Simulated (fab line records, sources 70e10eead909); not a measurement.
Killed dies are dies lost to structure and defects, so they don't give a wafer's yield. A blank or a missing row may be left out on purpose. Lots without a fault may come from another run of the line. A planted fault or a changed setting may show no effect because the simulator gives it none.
Chamber matching | flow nand_harc | NHARC_A_CONTACT_DEP_24 on pecvd-03: 3 sister chambers
The step deposits SiO2, target thk 500 nm. 3 wafers are shown with their chamber, then 7 later ones without.

WAFERS WITH THEIR CHAMBER
wafer  | chamber | heater_power_w (W)
L091.1 | 0       | 380
L092.3 | 2       | 356
L092.4 | 1       | 547

WAFERS WITHOUT THEIR CHAMBER
wafer  | heater_power_w (W)
L092.6 | 377
L094.1 | 354
L094.3 | 447
L094.4 | 467
L095.3 | 657
L095.4 | 401
L095.6 | 386

WHICH CHAMBER EACH WENT THROUGH
wafer  | from the rows above          | in truth
L092.6 | can't be placed: 0 or 2      | 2
L094.1 | can't be placed: 2 or 0      | 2
L094.3 | can't be placed: 0 or 2 or 1 | 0
L094.4 | can't be placed: 1 or 0 or 2 | 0
L095.3 | 1                            | 1
L095.4 | can't be placed: 0 or 2      | 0
L095.6 | can't be placed: 0 or 2      | 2
Placed correctly: 1 of 7. Can't be placed from these rows: 6 (the true chamber is among the candidates in 6). Placed wrongly: 0.
How it was worked out, from the rows above alone: a wafer's distance from a chamber is the root of the sum, over the readings, of the square of ((its reading less the chamber's mean) divided by the reading's scatter). The wafer belongs to the nearest chamber; if the next one is less than 2 further off, it can't be placed. A chamber's mean is the mean of its shown wafers. The scatter: with one shown wafer a chamber, the root of the mean of the squares of how far each hidden wafer lies from its nearest shown one.
